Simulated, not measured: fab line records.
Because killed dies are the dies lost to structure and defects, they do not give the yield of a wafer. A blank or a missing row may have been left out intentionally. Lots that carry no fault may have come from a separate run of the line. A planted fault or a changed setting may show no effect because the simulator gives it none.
fab line records    flow nand-harc
record lots=6  wafers=18  last-day=24
route steps=1159 shown P_M2@350 P_BONDPAD@351
lots untouched by any fault: they come from a run of this same line in which no faults occurred
start-h: hours from the record's first day to the start of the lot's first wafer shown    wait-h: time in hours since the lot's previous step    " repeats the value in the row above    L1.1+2: one row covering several wafers at once    - either no value or no given start    * or withheld: withheld    < > ~ a bound
route shown NAME@n: NAME is a module with steps in the file, n the number in the route of the first one    usual: mean and standard deviation over wafers with no fault    same: alike in all rows    chamber/n: place in a boat    sites: per-site readings    _std_site: the values' standard deviation    _edge_site: the outer-site mean with the inner-site mean subtracted    radius-mm: how far each site lies from the wafer's centre    mask NAME#n: copy n    behind: the most recent tool/chamber to have shaped the wafer    hold: the reason the lot was held/the length of the hold in hours/how it ended    device: the n, p or np transistor that did not switch    end of line: the same wafers' tests at the end of the route    a step without rows: its recipe alone    killed: at the first sort, the dies lost to defects and structure; wafer yield is something else    map: a wafer's dies, marking killed ones x, the rest . and places with no die _
set.NAME: the setting the step ran with; set.NAME@STEP: the setting that earlier step ran with    model.NAME: the simulator's own value behind a step, which no gauge read
lots seen at some steps along the route; tables by step, rows by wafer
services: when a tool's chamber went out of use (start-h, in hours from the record's first day, below 0 if earlier), for how many hours, and the reason
## steps
# step NHARC_P_M2_DEP_33
# recipe target-thk-a=300  temp-c=370  target-thk-nm=30  pressure-torr=3  flow-sccm=200  rf-w=450  material=SiCN
# usual heater-power-w=562/42
lot.wafer  tool      chamber  start-h  wait-h  heater-power-w
L801.5     pecvd-01  2        125.03   0.2     589
L801.6     "         0        "        "       574
L801.4     "         1        "        "       555
L805.1     pecvd-04  1        155.70   0.1     580
L805.5     "         0        "        "       482
L805.4     "         1        "        "       563
L809.3     pecvd-04  0        182.55   0.1     459
L809.2     "         1        "        "       546
L809.6     "         1        "        "       541
L814.3     pecvd-01  1        206.99   0.1     525
L814.1     "         2        "        "       612
L814.2     "         0        "        "       557
L820.3     pecvd-03  0        238.69   0.1     527
L820.1     "         1        "        "       539
L820.4     "         2        "        "       586
L822.3     pecvd-03  2        254.02   0.1     532
L822.6     "         0        "        "       599
L822.4     "         1        "        "       516
# step NHARC_P_BONDPAD_DEP_00
# recipe target-thk-a=2500  temp-c=370  target-thk-nm=250  pressure-torr=3  flow-sccm=200  rf-w=450  material=SiCN
# usual heater-power-w=552/47
lot.wafer  tool      chamber  start-h  wait-h  heater-power-w
L801.4     pecvd-04  2        125.46   -       568
L801.5     "         0        "        "       572
L801.6     "         1        "        "       520
L805.1     pecvd-01  2        156.08   -       541
L805.5     "         1        "        "       610
L805.4     "         0        "        "       533
L809.2     pecvd-01  2        182.97   -       576
L809.3     "         0        "        "       571
L809.6     "         0        "        "       561
L814.3     pecvd-01  1        -        -       600
L814.2     "         2        "        "       576
L814.1     "         0        "        "       551
L820.3     pecvd-04  2        239.11   -       599
L820.1     "         0        "        "       468
L820.4     "         1        "        "       571
L822.3     pecvd-01  2        254.44   -       608
L822.4     "         1        "        "       644
L822.6     "         2        "        "       602
# step NHARC_P_BONDPAD_CMP_32
# recipe target-thk-nm=200  material=SiCN
# usual motor-current-A=12.1/1.3
lot.wafer  tool    chamber  start-h  wait-h  motor-current-A
L801.4     cmp-03  2        125.76   -       10.6
L801.6     "       1        "        "       12.7
L801.5     "       2        "        "       11.0
L805.4     cmp-04  0        156.44   -       13.1
L805.1     "       3        "        "       12.9
L805.5     "       0        "        "       11.9
L809.3     cmp-02  2        183.40   -       11.9
L809.2     "       0        "        "       11.3
L809.6     "       1        "        "       13.6
L814.1     cmp-02  2        207.98   -       11.6
L814.3     "       3        "        "       10.0
L814.2     "       0        "        "       11.8
L820.4     cmp-02  2        239.49   -       11.7
L820.1     "       3        "        "       9.5
L820.3     "       0        "        "       12.2
L822.3     cmp-02  0        254.81   -       12.4
L822.4     "       1        "        "       13.5
L822.6     "       2        "        "       12.4
# step NHARC_P_BONDPAD_THK_MEAS_33
# recipe thk-meas-gauge=ellipsometry
# usual thk-nm=200.4/1.9
lot.wafer  tool           chamber  start-h  wait-h  thk-nm
L801.4     film-metro-02  -        125.99   0.2     199.7
L801.5     "              -        "        "       199.4
L801.6     "              -        "        "       202.1
L805.1     film-metro-02  -        156.69   0.1     197.0
L805.4     "              -        "        "       205.5
L805.5     "              -        "        "       200.1
L809.2     film-metro-01  -        183.62   0.1     199.7
L809.3     "              -        "        "       199.5
L809.6     "              -        "        "       198.4
L814.1     film-metro-02  -        208.23   0.2     201.9
L814.2     "              -        "        "       199.4
L814.3     "              -        "        "       202.4
L820.1     film-metro-01  -        239.72   0.2     198.9
L820.3     "              -        "        "       198.2
L820.4     "              -        "        "       198.8
L822.3     film-metro-02  -        255.01   0.2     200.9
L822.4     "              -        "        "       199.8
L822.6     "              -        "        "       197.7
# step NHARC_P_BONDPAD_SRD_34
# step NHARC_P_BONDPAD_DEHYDRATE_01
# recipe temp-c=150  time-s=120
# step NHARC_P_BONDPAD_HMDS_02
# recipe time-s=30
# step NHARC_P_BONDPAD_COAT_36
# recipe temp-c=200  time-s=65
# step NHARC_P_BONDPAD_COAT_03
# recipe spin-rpm=2000  resist-thk-nm=600
# step NHARC_P_BONDPAD_SOFTBAKE_04
# recipe temp-c=125  time-s=70
# step NHARC_P_BONDPAD_EBR_05
# step NHARC_P_BONDPAD_EXPOSE_06
# recipe na=0.55  dose-mj=37.06  mask-id=P_BPAD
# step NHARC_P_BONDPAD_PEB_07
# recipe peb-temp-c=128  peb-time-s=80
# usual chill-plate-temp-C=22.99/0.12  exhaust-pa=44.9/0.93
lot.wafer  tool            chamber  start-h  wait-h  chill-plate-temp-C  exhaust-pa
L801.4     litho-track-03  0        126.47   0.0     22.97               43.6
L801.5     "               0        "        "       22.88               44.8
L801.6     "               0        "        "       22.88               45.0
L805.1     litho-track-03  0        157.05   0.1     23.10               44.7
L805.4     "               0        "        "       23.08               45.9
L805.5     "               0        "        "       23.23               45.8
L809.2     litho-track-03  -        184.11   0.1     -                   -
L809.3     "               -        "        "       -                   -
L809.6     "               -        "        "       -                   -
L814.1     litho-track-03  -        208.71   0.1     -                   -
L814.2     "               -        "        "       -                   -
L814.3     "               -        "        "       -                   -
L820.1     litho-track-03  0        240.20   0.1     23.00               43.4
L820.3     "               0        "        "       22.75               44.8
L820.4     "               0        "        "       22.91               45.4
L822.3     litho-track-07  0        255.49   0.1     23.15               44.5
L822.4     "               0        "        "       22.91               45.5
L822.6     "               0        "        "       23.01               44.0
# step NHARC_P_BONDPAD_DEVELOP_08
# recipe time-s=50  dev-temp-c=22
## services
tool            chamber  start-h  hours  kind
cmp-04          -        105.00   4.0    pm
pecvd-03        -        111.35   13.0   pm
cmp-02          -        129.28   4.0    pm
cmp-02          -        133.28   -      consumable-replace:conditioner
cmp-02          -        133.28   -      consumable-replace:pad
cmp-04          -        147.09   1.5    repair
pecvd-03        -        149.67   1.2    repair
cmp-03          -        153.81   0.9    repair
cmp-03          -        156.09   4.0    pm
litho-track-07  -        189.00   7.0    pm
pecvd-04        -        195.19   13.0   pm
pecvd-04        0        195.19   13.0   vent-cycle
cmp-04          -        196.44   32.6   repair
litho-track-03  -        213.00   7.0    pm
cmp-02          -        227.28   4.0    pm
pecvd-01        -        237.00   13.0   pm
pecvd-01        0        237.00   13.0   vent-cycle
pecvd-01        1        237.00   13.0   vent-cycle
pecvd-01        2        237.00   13.0   vent-cycle
pecvd-04        -        239.60   1.4    repair
pecvd-01        0        250.00   -      clean
pecvd-01        1        250.00   -      clean
pecvd-01        2        250.00   -      clean
cmp-03          -        254.09   4.0    pm
## key
first-sign step=NHARC_P_BONDPAD_PEB_07  reading=tool-record  direction=missing
effect none on later readings
met-at NHARC_P_BONDPAD_PEB_07
struck-wafers L809.2,L809.3,L809.6,L814.1,L814.2,L814.3
later-rows-left-out L809.2,L809.3,L809.6,L814.1,L814.2,L814.3
sort-left-out L809.2,L809.3,L809.6,L814.1,L814.2,L814.3
onset-between 157.05 184.11
fault kind=skipped-step-whole  tool=litho-track-03  chamber=-  onset-h=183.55  steps=NHARC_P_BONDPAD_PEB_07  scope=struck-lots-only
# sort-left-out: the simulated sort isn't trusted on such a fault, so these wafers' sort isn't shown, and their yield isn't known
# later-rows-left-out: the simulator's readings of these wafers behind a module that went badly wrong aren't trusted and aren't shown, but for the sort
